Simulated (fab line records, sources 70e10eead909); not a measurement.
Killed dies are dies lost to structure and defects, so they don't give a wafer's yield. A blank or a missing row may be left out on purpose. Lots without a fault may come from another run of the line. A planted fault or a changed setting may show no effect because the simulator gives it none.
fab line records | flow nand_harc | part 1 of 2: steps 1 to 15 of 27
record lots=5 wafers=15 last_day=24
route steps=1159 shown A_STAIRCASE@616
lots that met no fault: from a run of the same line without faults
start_h: hours from the record's first day to the start of the lot's first wafer shown | wait_h: hours since the lot's step before | " the same as in the row above | L1.1+2: a row that stands for several wafers | - no value, or no start given | * or withheld: withheld | < > ~ a bound
route shown NAME@n: a module of which the file shows steps, and the number in the route of the first | usual: mean/standard deviation of fault-free wafers | same: alike in all rows | chamber/n: place in a boat | sites: the reading at each site | _std_site: their standard deviation | _edge_site: outer sites' mean less inner sites' | radius_mm: how far each site lies from the wafer's centre | mask NAME#n: copy n | behind: the tool/chamber that last shaped the wafer | hold: why the lot was held/for how many hours/how that ended | device: the transistor (n, p or np) that didn't switch | end of line: the same wafers' tests at the end of the route | a step without rows: its recipe alone | killed: dies lost to structure and defects at the first sort, not the wafer's yield | map: a wafer's dies, x killed, . not, _ none there
set.NAME: the setting as run; set.NAME@STEP: as run at that earlier step | model.NAME: the simulator's own value behind a step, which no gauge read
lots at some steps of the route; a table a step, a row a wafer
services: from which hour (start_h, from the record's first day; less than 0 if before it) a tool's chamber was out of use, for how many hours, and why
## steps
# step NHARC_A_STAIRCASE_TRIM_222
# recipe time_s=211.2 o2_flow_sccm=500 ar_flow_sccm=0 bias_w=0 chemistry=O2
# usual drypump_motor_current_A=5.7/0.48 o2_flow_sccm=499.9/1.4 oes_product_au=0.999/0.0089 rf_vpp_V=57.7/0.87 showerhead_plenum_p_Torr=3.50/0.14 throttle_valve_pct=17.037/0.01
# columns lot.wafer tool chamber start_h wait_h drypump_motor_current_A o2_flow_sccm oes_product_au rf_hours_counter_h rf_vpp_V showerhead_plenum_p_Torr throttle_valve_pct
L074.2 rie_diel-08 0 - - 5.6 500.8 1.022 41 58.5 3.60 17.030
L074.4 " 1 " " 5.7 497.0 1.006 37 57.6 3.44 17.039
L074.6 " 1 " " 5.7 499.6 1.008 - 58.1 3.44 17.028
L075.4 rie_diel-08 3 - - 5.0 499.3 0.995 48 57.7 3.37 17.024
L075.6 " 2 " " 6.3 497.9 1.001 - 57.8 3.72 17.059
L075.5 " 3 " " 5.0 500.4 1.000 - 58.8 3.37 17.014
L092.1 rie_diel-08 0 - - 5.6 500.3 1.009 16 58.9 3.58 17.036
L092.6 " 2 " " 6.3 499.8 0.998 - 57.3 3.69 17.038
L092.5 " 3 " " 5.0 500.7 0.994 - 57.6 3.36 17.032
L095.4 rie_diel-01 2 - - 6.3 500.0 1.012 22 57.5 3.45 17.025
L095.5 " 3 " " 5.6 501.4 0.997 - 58.5 3.53 17.046
L095.6 " 0 " " 6.2 500.5 0.993 - 59.4 3.61 17.037
L097.2 rie_diel-08 3 - - 5.0 499.4 1.004 18 57.0 3.35 17.024
L097.1 " 0 " " 5.6 499.7 1.008 24 60.1 3.58 17.053
L097.5 " 0 " " 5.6 500.5 1.008 - 59.1 3.58 17.033
# step NHARC_A_STAIRCASE_ETCH_223
# recipe target_depth_a=1000 time_s=40.5 ion_energy_ev=400 c4f8_flow_sccm=20 o2_flow_sccm=10 ar_flow_sccm=withheld rf_w=600 bias_w=1000 chemistry=C4F8/O2
# usual oes_product_au=0.939/0.012 rf_vpp_V=895/5.1
# columns lot.wafer tool chamber start_h wait_h oes_product_au rf_hours_counter_h rf_vpp_V
L074.4 rie_diel-08 1 - - 0.933 37 891
L074.2 " 3 " " 0.944 43 890
L074.6 " 2 " " 0.946 - 904
L075.4 rie_diel-08 1 - - 0.963 40 892
L075.6 " 3 " " 0.937 - 891
L075.5 " 0 " " 0.968 - 900
L092.1 rie_diel-08 3 - - 0.944 10 889
L092.5 " 1 " " 0.949 - 892
L092.6 " 2 " " 0.945 - 903
L095.4 rie_diel-01 0 - - 0.934 21 899
L095.6 " 2 " " 0.941 - 894
L095.5 " 3 " " 0.928 - 897
L097.1 rie_diel-08 3 - - 0.953 18 890
L097.2 " 2 " " 0.950 26 902
L097.5 " 3 " " 0.945 - 890
# step NHARC_A_STAIRCASE_TRIM_224
# recipe time_s=211.2 o2_flow_sccm=500 ar_flow_sccm=0 bias_w=0 chemistry=O2
# usual drypump_motor_current_A=5.8/0.49 o2_flow_sccm=500.2/1.3 oes_product_au=0.999/0.0074 rf_vpp_V=57.7/0.92 showerhead_plenum_p_Torr=3.50/0.14 throttle_valve_pct=17.036/0.0086
# columns lot.wafer tool chamber start_h wait_h drypump_motor_current_A o2_flow_sccm oes_product_au rf_hours_counter_h rf_vpp_V showerhead_plenum_p_Torr throttle_valve_pct
L074.2 rie_diel-08 2 - - 6.3 500.0 1.001 47 58.1 3.72 17.035
L074.4 " 3 " " 5.0 500.4 1.000 43 57.9 3.38 17.030
L074.6 " 1 " " 5.7 500.6 0.998 - 57.9 3.44 17.044
L075.4 rie_diel-08 0 - - 5.6 499.6 1.016 45 57.3 3.60 17.043
L075.5 " 0 " " 5.6 499.2 1.015 - 56.8 3.60 17.059
L075.6 " 1 " " 5.7 501.3 1.005 - 56.8 3.44 17.028
L092.1 rie_diel-08 0 - - 5.6 498.5 1.020 16 57.7 3.58 17.026
L092.5 " 3 " " 5.0 499.0 1.003 - 56.8 3.36 17.034
L092.6 " 0 " " 5.6 500.3 1.011 - 58.5 3.58 17.035
L095.4 rie_diel-01 3 - - 5.7 498.5 1.003 23 58.1 3.53 17.043
L095.6 " 3 " " 5.7 498.1 0.999 - 58.8 3.53 17.034
L095.5 " 0 " " 6.2 501.3 0.992 - 58.3 3.61 17.044
L097.1 rie_diel-08 0 - - 5.6 500.7 1.007 24 58.0 3.58 17.034
L097.2 " 1 " " 5.8 499.5 1.003 25 57.2 3.41 17.036
L097.5 " 3 " " 5.0 499.4 0.992 - 57.4 3.35 17.043
# step NHARC_A_STAIRCASE_ETCH_225
# recipe target_depth_a=1000 time_s=40.5 ion_energy_ev=400 c4f8_flow_sccm=20 o2_flow_sccm=10 ar_flow_sccm=withheld rf_w=600 bias_w=1000 chemistry=C4F8/O2
# usual oes_product_au=0.937/0.01 rf_vpp_V=895/5
# columns lot.wafer tool chamber start_h wait_h oes_product_au rf_hours_counter_h rf_vpp_V
L074.2 rie_diel-08 1 - - 0.935 37 893
L074.4 " 2 " " 0.930 47 903
L074.6 " 2 " " 0.941 - 904
L075.4 rie_diel-08 0 - - 0.942 45 899
L075.6 " 0 " " 0.944 - 899
L075.5 " 1 " " 0.944 - 893
L092.1 rie_diel-08 0 - - 0.949 16 900
L092.6 " 0 " " 0.946 - 898
L092.5 " 1 " " 0.940 - 893
L095.4 rie_diel-01 2 - - 0.938 22 894
L095.6 " 0 " " 0.934 - 899
L095.5 " 1 " " 0.926 - 901
L097.2 rie_diel-08 1 - - 0.933 25 892
L097.1 " 0 " " 0.947 24 898
L097.5 " 2 " " 0.953 - 901
# step NHARC_A_STAIRCASE_TRIM_226
# recipe time_s=211.2 o2_flow_sccm=500 ar_flow_sccm=0 bias_w=0 chemistry=O2
# usual drypump_motor_current_A=5.8/0.48 o2_flow_sccm=500.0/1.5 oes_product_au=1.001/0.0074 rf_vpp_V=57.6/0.89 showerhead_plenum_p_Torr=3.50/0.14 throttle_valve_pct=17.036/0.0089
# columns lot.wafer tool chamber start_h wait_h drypump_motor_current_A o2_flow_sccm oes_product_au rf_hours_counter_h rf_vpp_V showerhead_plenum_p_Torr throttle_valve_pct
L074.2 rie_diel-08 1 - - 5.7 499.6 1.005 37 57.7 3.44 17.045
L074.4 " 2 " " 6.3 499.3 1.005 47 58.8 3.72 17.033
L074.6 " 0 " " 5.7 500.5 1.008 - 56.9 3.60 17.031
L075.4 rie_diel-08 3 - - 5.0 499.2 1.004 48 57.8 3.37 17.046
L075.6 " 2 " " 6.3 499.4 0.999 - 58.3 3.72 17.036
L075.5 " 3 " " 5.0 501.4 0.995 - 56.7 3.37 17.051
L092.1 rie_diel-08 2 - - 6.3 500.6 1.006 19 57.3 3.69 17.050
L092.5 " 0 " " 5.6 498.8 1.005 - 58.4 3.58 17.027
L092.6 " 1 " " 5.7 498.6 0.996 - 57.5 3.42 17.046
L095.4 rie_diel-01 1 - - 5.1 500.5 1.004 18 57.4 3.68 17.022
L095.6 " 1 " " 5.1 500.7 1.003 - 58.4 3.68 17.028
L095.5 " 2 " " 6.3 497.3 1.004 - 56.8 3.45 17.042
L097.1 rie_diel-08 1 - - 5.7 498.3 1.001 25 57.2 3.41 17.037
L097.2 " 2 " " 6.3 500.7 1.011 26 57.5 3.69 17.036
L097.5 " 1 " " 5.7 501.0 0.994 - 59.0 3.41 17.032
# step NHARC_A_STAIRCASE_ETCH_227
# recipe target_depth_a=1000 time_s=40.5 ion_energy_ev=400 c4f8_flow_sccm=20 o2_flow_sccm=10 ar_flow_sccm=withheld rf_w=600 bias_w=1000 chemistry=C4F8/O2
# usual oes_product_au=0.938/0.011 rf_vpp_V=895/5
# columns lot.wafer tool chamber start_h wait_h oes_product_au rf_hours_counter_h rf_vpp_V
L074.2 rie_diel-08 1 - - 0.947 37 893
L074.4 " 3 " " 0.953 43 891
L074.6 " 0 " " 0.952 - 899
L075.4 rie_diel-08 2 - - 0.925 51 901
L075.6 " 3 " " 0.923 - 890
L075.5 " 0 " " 0.943 - 897
L092.1 rie_diel-08 0 - - 0.955 16 898
L092.5 " 0 " " 0.950 - 898
L092.6 " 1 " " 0.943 - 891
L095.4 rie_diel-01 2 - - 0.933 23 893
L095.5 " 0 " " 0.930 - 900
L095.6 " 1 " " 0.929 - 902
L097.1 rie_diel-08 2 - - 0.931 26 902
L097.2 " 3 " " 0.938 18 890
L097.5 " 0 " " 0.951 - 897
# step NHARC_A_STAIRCASE_TRIM_229
# recipe time_s=211.2 o2_flow_sccm=500 ar_flow_sccm=0 bias_w=0 chemistry=O2
# usual drypump_motor_current_A=5.8/0.48 o2_flow_sccm=500.2/1.5 oes_product_au=1.000/0.0076 rf_vpp_V=57.7/0.93 showerhead_plenum_p_Torr=3.48/0.14 throttle_valve_pct=17.037/0.0087
# columns lot.wafer tool chamber start_h wait_h drypump_motor_current_A o2_flow_sccm oes_product_au rf_hours_counter_h rf_vpp_V showerhead_plenum_p_Torr throttle_valve_pct
L074.2 rie_diel-13 0 243.75 0.1 5.4 498.4 1.007 54 56.3 3.42 17.027
L074.4 " 2 " " 6.3 500.5 0.996 54 58.4 3.45 17.054
L074.6 " 3 " " 5.3 499.7 0.990 - 56.9 3.30 17.034
L075.4 rie_diel-13 1 254.42 0.1 6.5 500.1 1.004 59 59.3 3.30 17.025
L075.6 " 3 " " 5.4 498.3 1.000 - 58.5 3.30 17.031
L075.5 " 0 " " 5.4 499.8 1.007 - 59.9 3.41 17.032
L092.1 rie_diel-08 2 347.98 0.1 6.3 501.3 1.015 19 57.5 3.69 17.020
L092.6 " 0 " " 5.6 498.2 1.006 - 57.8 3.58 17.028
L092.5 " 1 " " 5.7 501.1 0.996 - 57.4 3.42 17.031
L095.4 rie_diel-13 0 376.67 0.1 5.4 502.1 0.998 31 57.1 3.39 17.042
L095.5 " 1 " " 6.5 502.7 1.013 - 57.9 3.28 17.038
L095.6 " 2 " " 6.3 500.2 1.009 - 57.8 3.43 17.053
L097.1 rie_diel-08 2 379.95 0.1 6.3 498.7 1.006 26 58.0 3.69 17.033
L097.2 " 1 " " 5.7 498.9 0.998 25 58.0 3.41 17.028
L097.5 " 3 " " 5.0 499.2 0.999 - 55.6 3.35 17.045
# step NHARC_A_STAIRCASE_ETCH_230
# recipe target_depth_a=1000 time_s=40.5 ion_energy_ev=400 c4f8_flow_sccm=20 o2_flow_sccm=10 ar_flow_sccm=withheld rf_w=600 bias_w=1000 chemistry=C4F8/O2
# usual oes_product_au=0.943/0.015 rf_vpp_V=894/5.1
# columns lot.wafer tool chamber start_h wait_h oes_product_au rf_hours_counter_h rf_vpp_V
L074.4 rie_diel-13 1 - - 0.978 56 887
L074.2 " 2 " " 0.969 54 893
L074.6 " 1 " " 0.975 - 886
L075.4 rie_diel-13 2 - - 0.930 58 892
L075.6 " 2 " " 0.925 - 893
L075.5 " 3 " " 0.914 - 888
L092.1 rie_diel-08 3 - - 0.950 10 889
L092.6 " 0 " " 0.944 - 898
L092.5 " 1 " " 0.937 - 891
L095.4 rie_diel-13 3 - - 0.982 32 885
L095.6 " 3 " " 0.977 - 887
L095.5 " 0 " " 0.984 - 890
L097.1 rie_diel-08 1 - - 0.943 25 892
L097.2 " 2 " " 0.930 26 902
L097.5 " 0 " " 0.964 - 900
# step NHARC_A_STAIRCASE_TRIM_231
# recipe time_s=211.2 o2_flow_sccm=500 ar_flow_sccm=0 bias_w=0 chemistry=O2
# usual drypump_motor_current_A=5.8/0.5 o2_flow_sccm=500.3/1.5 oes_product_au=0.999/0.0087 rf_vpp_V=57.7/0.82 showerhead_plenum_p_Torr=3.48/0.14 throttle_valve_pct=17.037/0.0085
# columns lot.wafer tool chamber start_h wait_h drypump_motor_current_A o2_flow_sccm oes_product_au rf_hours_counter_h rf_vpp_V showerhead_plenum_p_Torr throttle_valve_pct
L074.2 rie_diel-13 0 - - 5.4 500.3 1.002 54 59.2 3.42 17.041
L074.4 " 2 " " 6.3 500.9 0.991 54 57.4 3.45 17.033
L074.6 " 1 " " 6.5 498.1 0.994 - 57.5 3.30 17.032
L075.4 rie_diel-13 1 - - 6.5 498.8 1.001 59 57.4 3.30 17.065
L075.6 " 0 " " 5.4 500.1 1.001 - 58.3 3.41 17.039
L075.5 " 1 " " 6.5 501.5 0.999 - 58.4 3.30 17.040
L092.1 rie_diel-08 1 - - 5.7 500.2 0.997 18 56.7 3.42 17.043
L092.5 " 2 " " 6.3 498.7 1.010 - 57.8 3.69 17.040
L092.6 " 3 " " 5.0 501.2 1.001 - 57.8 3.36 17.031
L095.4 rie_diel-13 0 - - 5.4 498.7 1.002 31 57.4 3.39 17.046
L095.6 " 0 " " 5.4 498.6 0.997 - 57.0 3.39 17.043
L095.5 " 1 " " 6.5 499.9 1.004 - 58.3 3.28 17.038
L097.1 rie_diel-08 1 - - 5.7 497.9 0.989 25 57.1 3.41 17.048
L097.2 " 2 " " 6.3 502.4 1.005 26 59.4 3.69 17.045
L097.5 " 3 " " 5.0 499.1 0.990 - 58.1 3.35 17.038
# step NHARC_A_STAIRCASE_ETCH_232
# recipe target_depth_a=1000 time_s=40.5 ion_energy_ev=400 c4f8_flow_sccm=20 o2_flow_sccm=10 ar_flow_sccm=withheld rf_w=600 bias_w=1000 chemistry=C4F8/O2
# usual oes_product_au=0.941/0.012 rf_vpp_V=894/5.2
# columns lot.wafer tool chamber start_h wait_h oes_product_au rf_hours_counter_h rf_vpp_V
L074.4 rie_diel-13 0 - - 0.954 54 892
L074.2 " 1 " " 0.950 56 887
L074.6 " 3 " " 0.957 - 888
L075.4 rie_diel-13 2 - - 0.926 58 893
L075.5 " 2 " " 0.917 - 893
L075.6 " 3 " " 0.914 - 887
L092.1 rie_diel-08 3 - - 0.927 10 890
L092.5 " 3 " " 0.932 - 890
L092.6 " 0 " " 0.950 - 898
L095.4 rie_diel-13 1 - - 0.955 31 886
L095.6 " 2 " " 0.960 - 892
L095.5 " 3 " " 0.960 - 887
L097.1 rie_diel-08 3 - - 0.929 18 889
L097.2 " 1 " " 0.951 25 892
L097.5 " 2 " " 0.945 - 903
# step NHARC_A_STAIRCASE_TRIM_233
# recipe time_s=211.2 o2_flow_sccm=500 ar_flow_sccm=0 bias_w=0 chemistry=O2
# usual drypump_motor_current_A=5.8/0.48 o2_flow_sccm=499.7/1.5 oes_product_au=1.000/0.007 rf_vpp_V=57.6/0.96 showerhead_plenum_p_Torr=3.49/0.14 throttle_valve_pct=17.037/0.009
# columns lot.wafer tool chamber start_h wait_h drypump_motor_current_A o2_flow_sccm oes_product_au rf_hours_counter_h rf_vpp_V showerhead_plenum_p_Torr throttle_valve_pct
L074.4 rie_diel-13 3 - - 5.3 499.8 1.001 43 57.5 3.30 17.044
L074.2 " 0 " " 5.4 502.4 1.002 54 56.0 3.41 17.036
L074.6 " 2 " " 6.4 499.3 0.991 - 57.8 3.45 17.026
L075.4 rie_diel-13 2 - - 6.3 500.9 1.008 58 57.8 3.45 17.037
L075.6 " 3 " " 5.3 500.4 0.991 - 57.2 3.29 17.054
L075.5 " 0 " " 5.4 499.7 0.997 - 57.1 3.41 17.033
L092.1 rie_diel-08 1 - - 5.7 501.2 0.987 18 57.5 3.42 17.033
L092.5 " 1 " " 5.7 500.1 0.993 - 59.2 3.42 17.040
L092.6 " 2 " " 6.3 500.1 1.001 - 58.3 3.69 17.052
L095.4 rie_diel-13 0 - - 5.4 499.2 0.993 31 56.4 3.39 17.039
L095.5 " 2 " " 6.3 498.9 1.011 - 56.0 3.43 17.039
L095.6 " 3 " " 5.3 498.4 1.009 - 56.9 3.27 17.035
L097.2 rie_diel-08 1 - - 5.7 498.7 1.001 25 58.1 3.41 17.053
L097.1 " 2 " " 6.3 498.7 1.009 26 59.0 3.69 17.032
L097.5 " 1 " " 5.7 499.0 0.994 - 58.3 3.41 17.026
# step NHARC_A_STAIRCASE_ETCH_234
# recipe target_depth_a=1000 time_s=40.5 ion_energy_ev=400 c4f8_flow_sccm=20 o2_flow_sccm=10 ar_flow_sccm=withheld rf_w=600 bias_w=1000 chemistry=C4F8/O2
# usual oes_product_au=0.940/0.011 rf_vpp_V=894/5.3
# columns lot.wafer tool chamber start_h wait_h oes_product_au rf_hours_counter_h rf_vpp_V
L074.4 rie_diel-13 2 - - 0.937 55 892
L074.2 " 1 " " 0.935 56 888
L074.6 " 2 " " 0.929 - 893
L075.4 rie_diel-13 2 - - 0.953 58 894
L075.6 " 0 " " 0.940 - 892
L075.5 " 1 " " 0.939 - 888
L092.1 rie_diel-08 3 - - 0.931 10 889
L092.5 " 2 " " 0.937 - 902
L092.6 " 3 " " 0.939 - 890
L095.4 rie_diel-13 2 - - 0.954 33 893
L095.5 " 0 " " 0.948 - 891
L095.6 " 1 " " 0.956 - 887
L097.1 rie_diel-08 0 - - 0.950 24 898
L097.2 " 1 " " 0.939 25 892
L097.5 " 1 " " 0.942 - 891
# step NHARC_A_STAIRCASE_TRIM_235
# recipe time_s=211.2 o2_flow_sccm=500 ar_flow_sccm=0 bias_w=0 chemistry=O2
# usual drypump_motor_current_A=5.8/0.48 o2_flow_sccm=500.1/1.6 oes_product_au=1.000/0.0088 rf_vpp_V=57.8/0.92 showerhead_plenum_p_Torr=3.48/0.14 throttle_valve_pct=17.036/0.0079
# columns lot.wafer tool chamber start_h wait_h drypump_motor_current_A o2_flow_sccm oes_product_au rf_hours_counter_h rf_vpp_V showerhead_plenum_p_Torr throttle_valve_pct
L074.4 rie_diel-13 2 - - 6.3 500.9 0.994 55 57.6 3.45 17.044
L074.2 " 3 " " 5.4 502.3 0.998 44 57.8 3.30 17.036
L074.6 " 1 " " 6.4 499.6 1.015 - 55.7 3.30 17.051
L075.4 rie_diel-13 2 - - 6.3 500.2 0.995 58 58.2 3.45 17.046
L075.6 " 0 " " 5.4 502.2 1.005 - 58.4 3.41 17.042
L075.5 " 1 " " 6.5 501.1 1.001 - 57.0 3.30 17.034
L092.1 rie_diel-08 2 - - 6.4 499.2 1.010 20 59.1 3.69 17.033
L092.5 " 0 " " 5.6 500.0 1.009 - 58.6 3.58 17.039
L092.6 " 1 " " 5.7 502.2 1.004 - 57.5 3.42 17.037
L095.4 rie_diel-13 2 - - 6.3 497.7 1.003 33 59.5 3.43 17.016
L095.6 " 1 " " 6.5 496.9 1.013 - 57.1 3.28 17.031
L095.5 " 2 " " 6.3 499.3 1.002 - 58.3 3.43 17.038
L097.1 rie_diel-08 0 - - 5.6 498.7 1.014 24 58.8 3.58 17.014
L097.2 " 3 " " 5.0 501.1 1.002 18 59.3 3.35 17.035
L097.5 " 1 " " 5.8 501.1 0.993 - 58.6 3.41 17.044
# step NHARC_A_STAIRCASE_ETCH_236
# recipe target_depth_a=1000 time_s=40.5 ion_energy_ev=400 c4f8_flow_sccm=20 o2_flow_sccm=10 ar_flow_sccm=withheld rf_w=600 bias_w=1000 chemistry=C4F8/O2
# usual oes_product_au=0.940/0.011 rf_vpp_V=894/5.2
# columns lot.wafer tool chamber start_h wait_h oes_product_au rf_hours_counter_h rf_vpp_V
L074.4 rie_diel-13 2 - - 0.946 55 892
L074.2 " 1 " " 0.935 56 887
L074.6 " 3 " " 0.941 - 888
L075.4 rie_diel-13 3 - - 0.943 47 888
L075.6 " 1 " " 0.945 - 886
L075.5 " 2 " " 0.951 - 894
L092.1 rie_diel-08 3 - - 0.956 11 889
L092.5 " 3 " " 0.962 - 888
L092.6 " 0 " " 0.942 - 898
L095.4 rie_diel-13 0 - - 0.968 32 891
L095.6 " 1 " " 0.953 - 887
L095.5 " 2 " " 0.959 - 891
L097.1 rie_diel-08 3 - - 0.962 18 890
L097.2 " 2 " " 0.940 26 900
L097.5 " 0 " " 0.953 - 898
# step NHARC_A_STAIRCASE_STRIP_238
# recipe power_w=1500 temp_c=250 chemistry=O2
# usual drypump_motor_current_A=5.55/0.28 heater_power_w=317/23 temp_c=249.97/0.18
# columns lot.wafer tool chamber start_h wait_h drypump_motor_current_A heater_power_w rf_hours_counter_h temp_c
L074.2 plasma_asher-01 0 244.94 0.1 6.00 290 50 250.24
L074.4 " 0 " " 6.01 292 - 250.18
L074.6 " 1 " " 5.52 349 - 250.09
L075.4 plasma_asher-01 0 256.43 0.2 6.00 283 - 249.70
L075.6 " 0 " " 5.98 288 - 249.69
L075.5 " 1 " " 5.51 352 - 250.02
L092.1 plasma_asher-02 0 349.65 0.1 5.41 299 51 250.25
L092.6 " 1 " " 5.27 336 - 250.04
L092.5 " 0 " " 5.42 303 - 250.29
L095.4 plasma_asher-01 1 377.87 0.2 5.53 340 - 249.81
L095.5 " 0 " " 5.99 287 - 250.02
L095.6 " 1 " " 5.53 338 - 249.76
L097.2 plasma_asher-02 1 381.01 0.1 5.25 326 3 250.11
L097.1 " 0 " " 5.46 328 3 249.76
L097.5 " 1 " " 5.24 315 - 250.13
